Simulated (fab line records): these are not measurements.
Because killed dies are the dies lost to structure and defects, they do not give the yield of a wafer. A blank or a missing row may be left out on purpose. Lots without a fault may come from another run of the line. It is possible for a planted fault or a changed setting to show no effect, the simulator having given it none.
What tool caused it? | flow n5Finfet | Sampling: 11 lots, 32 wafers, 5 of 1938 route steps

WHAT THE GAUGES SHOWED, per wafer
N5_BEOL_M4_RC_MEAS_101.
lot  | measured     | on        | DIBL_N (mV/V)
L217 | day 8 16:04  | prober-01 | 38.0 38.2 38.5
L219 | day 8 20:31  | prober-01 | 35.7 39.7 36.5
L226 | day 10 08:10 | prober-02 | 35.0 35.6 38.1
L227 | day 11 04:32 | prober-02 | 32.8 36.2 34.1
L228 | day 11 07:30 | prober-02 | 36.5 38.0 35.9
L230 | day 11 21:41 | prober-02 | 36.3 37.7 36.1
L231 | day 12 05:02 | prober-02 | 38.4 36.0 36.4
L234 | day 12 23:22 | prober-02 | 36.7 37.9
L235 | day 13 03:09 | prober-02 | 38.1 34.8 36.8
L237 | day 13 06:14 | prober-02 | 35.8 35.4 33.9
L238 | day 13 12:21 | prober-01 | 37.6 35.7 35.8

TOOL THAT RAN EACH LOT (tool first, then ch and the chambers of the sampled wafers, then the start)
lot  | N5_BEOL_M3_SPUTTER_81       | N5_BEOL_M3_ANNEAL_87        | N5_BEOL_M3_SPUTTER_88       | N5_BEOL_M3_ANNEAL_91
L217 | pvdSputter-02, day 7 16:26  | pvdSputter-02, day 7 16:44  | pvdSputter-02, day 7 16:52  | pvdSputter-02, day 7 17:10
L219 | pvdSputter-02, day 8 02:54  | pvdSputter-02, day 8 03:14  | pvdSputter-02, day 8 03:20  | pvdSputter-02, day 8 03:40
L226 | pvdSputter-01, day 9 21:15  | pvdSputter-01, day 9 21:33  | pvdSputter-01, day 9 21:41  | pvdSputter-01, day 9 21:59
L227 | pvdSputter-03, day 10 07:53 | pvdSputter-03, day 10 08:11 | pvdSputter-03, day 10 08:19 | pvdSputter-03, day 10 08:37
L228 | pvdSputter-02, day 10 17:54 | pvdSputter-02, day 10 18:12 | pvdSputter-02, day 10 18:20 | pvdSputter-02, day 10 18:38
L230 | pvdSputter-01, day 11 03:29 | pvdSputter-01, day 11 03:47 | pvdSputter-01, day 11 03:55 | pvdSputter-01, day 11 04:13
L231 | pvdSputter-01, day 11 15:16 | pvdSputter-01, day 11 15:34 | pvdSputter-01, day 11 15:43 | pvdSputter-01, day 11 16:01
L234 | pvdSputter-03, day 12 06:11 | pvdSputter-03, day 12 06:29 | pvdSputter-03, day 12 06:37 | pvdSputter-03, day 12 06:55
L235 | pvdSputter-02, day 12 06:23 | pvdSputter-02, day 12 06:41 | pvdSputter-02, day 12 06:49 | pvdSputter-02, day 12 07:07
L237 | pvdSputter-01, day 12 19:19 | pvdSputter-01, day 12 19:37 | pvdSputter-01, day 12 19:46 | pvdSputter-01, day 12 20:04
L238 | pvdSputter-01, day 12 22:17 | pvdSputter-01, day 12 22:35 | pvdSputter-01, day 12 22:43 | pvdSputter-01, day 12 23:01
- N5_BEOL_M3_SPUTTER_81: material Cu, target thk 4.5 nm, time 8.29 s.
- N5_BEOL_M3_ANNEAL_87: time 240 s.
- N5_BEOL_M3_SPUTTER_88: material Cu, target thk 4.5 nm, time 8.29 s.
- N5_BEOL_M3_ANNEAL_91: time 240 s.

THE ANSWER, worked out from the rows above alone
Rule: what is usual is taken from the lots themselves. Put in order of their means at a reading, lots are off if they are a third of the lots or fewer, leave a main group of 4 or more, and stand apart from it by a gap of 3 or more times the standard deviation of the main group's means; of several such gaps the widest counts. If all means in a main group match to the digits the tables above print for the reading, that group is not used. A lot without any number at a reading at which 4 lots or more have one is off too. All remaining lots with rows at the step are treated as sound.
No lot is off on any of the readings shown, so nothing can be concluded from this.

WHAT HAD BEEN PUT IN BY THE SIMULATOR
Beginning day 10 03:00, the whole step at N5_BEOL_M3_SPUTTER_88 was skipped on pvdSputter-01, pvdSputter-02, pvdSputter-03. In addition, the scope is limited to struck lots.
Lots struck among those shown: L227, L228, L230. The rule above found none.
